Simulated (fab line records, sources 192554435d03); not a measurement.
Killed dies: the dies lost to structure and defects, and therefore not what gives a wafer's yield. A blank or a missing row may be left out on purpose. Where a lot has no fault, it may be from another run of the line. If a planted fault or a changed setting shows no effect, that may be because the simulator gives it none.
Lot-split experiment | flow n5Finfet | on a route of 1938 steps: 7 lots, 21 wafers read

== THE SPLIT ITSELF ==
At N5_MOL_CONTACT_COAG_EXPOSE_81 (exposes mask VG, defocus 0 nm), the setting doseMj was moved away from the recipe's 59.5 on 6 of the 21 wafers read, by +2.6% to +6.6%. This setting was run at the recipe's value on the other wafers.

== FROM THE SPLIT TO THE READING: what the file shows between them, 2 steps ==
- N5_MOL_CONTACT_COAG_PEB_82: peb time 60 s
- N5_MOL_CONTACT_COAG_DEVELOP_83: develop time 30 s

== THE READING ==
cdNm at N5_MOL_CONTACT_COAG_CD_MEAS_84, given in nm (cd target 25.1 nm). Fault-free wafers of this fab line usually give 25.07 nm, standard deviation 0.24 nm.

wafer  | tool, chamber at the split | doseMj as run | against the recipe | cdNm, nm | against lot-mates on the recipe
L075.1 | euvScanner-02, 0           | 59.5          | recipe             | 25.25    | -
L075.3 | euvScanner-02, 0           | 61.03         | +2.6%              | 25.79    | +0.54
L075.4 | euvScanner-02, 0           | 61.03         | +2.6%              | 25.65    | +0.40
L083.1 | euvScanner-02, 0           | 59.5          | recipe             | 24.83    | -
L083.3 | euvScanner-02, 0           | 59.5          | recipe             | 24.71    | -
L083.4 | euvScanner-02, 0           | 59.5          | recipe             | 24.94    | -
L085.1 | euvScanner-01, 0           | 62.16         | +4.5%              | 26.03    | +1.15
L085.3 | euvScanner-01, 0           | 62.16         | +4.5%              | 26.09    | +1.21
L085.4 | euvScanner-01, 0           | 59.5          | recipe             | 24.88    | -
L088.1 | euvScanner-01, 0           | 59.5          | recipe             | 25.43    | -
L088.3 | euvScanner-01, 0           | 59.5          | recipe             | 25.23    | -
L088.6 | euvScanner-01, 0           | 59.5          | recipe             | 25.32    | -
L091.1 | euvScanner-01, 0           | 59.5          | recipe             | 24.90    | -
L091.4 | euvScanner-01, 0           | 59.5          | recipe             | 24.72    | -
L091.5 | euvScanner-01, 0           | 59.5          | recipe             | 24.74    | -
L095.3 | euvScanner-01, 0           | 59.5          | recipe             | 25.42    | -
L095.4 | euvScanner-01, 0           | 63.44         | +6.6%              | 26.36    | +0.94
L095.6 | euvScanner-01, 0           | 63.44         | +6.6%              | 26.55    | +1.13
L096.1 | euvScanner-01, 0           | 59.5          | recipe             | 24.56    | -
L096.5 | euvScanner-01, 0           | 59.5          | recipe             | 24.86    | -
L096.6 | euvScanner-01, 0           | 59.5          | recipe             | 24.69    | -

THE FIT
A straight line over all 21 wafers: cdNm changes by +0.235 nm for each +1% of doseMj; r = +0.91; the points scatter about the line by 0.26 nm.
The same after taking each lot's own level away (the mean of its wafers on the recipe; 21 wafers): +0.187 nm for each +1%; r = +0.94; scatter 0.16 nm.
Per that fit: largest doseMj move, reading shift of 1.2 nm.
From 24.703 to 25.420 nm: that is the span of the lots' own levels, equal to 3.0 times the standard deviation above.
In other words, the slope is changed by the lot-to-lot level; the two fits disagree.
Check: with one of the wafers moved furthest among these (+6.6%) left out of the fit, the line predicts +1.39 nm for it against its lot-mates. It came out at +0.94 nm against them.

== THE OTHER SPLITS THESE WAFERS WENT THROUGH ==
Note: prior to the reading, these wafers also went through further splits. Each is held against what the fit with the lots' levels taken away leaves over:
other split on the same wafers          | wafers away from the commonest value | r with cdNm (lot level and that fit taken away)
N5_WELL_APT_COAT_02 spinRpm             | 8                                    | +0.30
N5_PMOS_HMC_CHANNEL_EPI_HM_DEP_34 timeS | 6                                    | +0.14
N5_DUMMY_GATE_COAT_35 spinRpm           | 7                                    | +0.39
N5_SD_EPI_N_ETCH_45 targetDepthA        | 7                                    | -0.02
N5_ILD0_CMP_03 downForcePsi             | 6                                    | +0.24
N5_HKMG_FIN_EXPOSE_46 doseMj            | 8                                    | -0.06
N5_HKMG_FIN_DEVELOP_48 developTimeS     | 5                                    | +0.28
N5_MOL_CONTACT_COAG_EXPOSE_05 doseMj    | 5                                    | -0.05
N5_MOL_CONTACT_COAG_PECVD_31 tempC      | 11                                   | -0.32

== THE FILE'S OWN FIT ==
cdNm changes by +0.189 nm for each +1% of doseMj, r = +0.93.
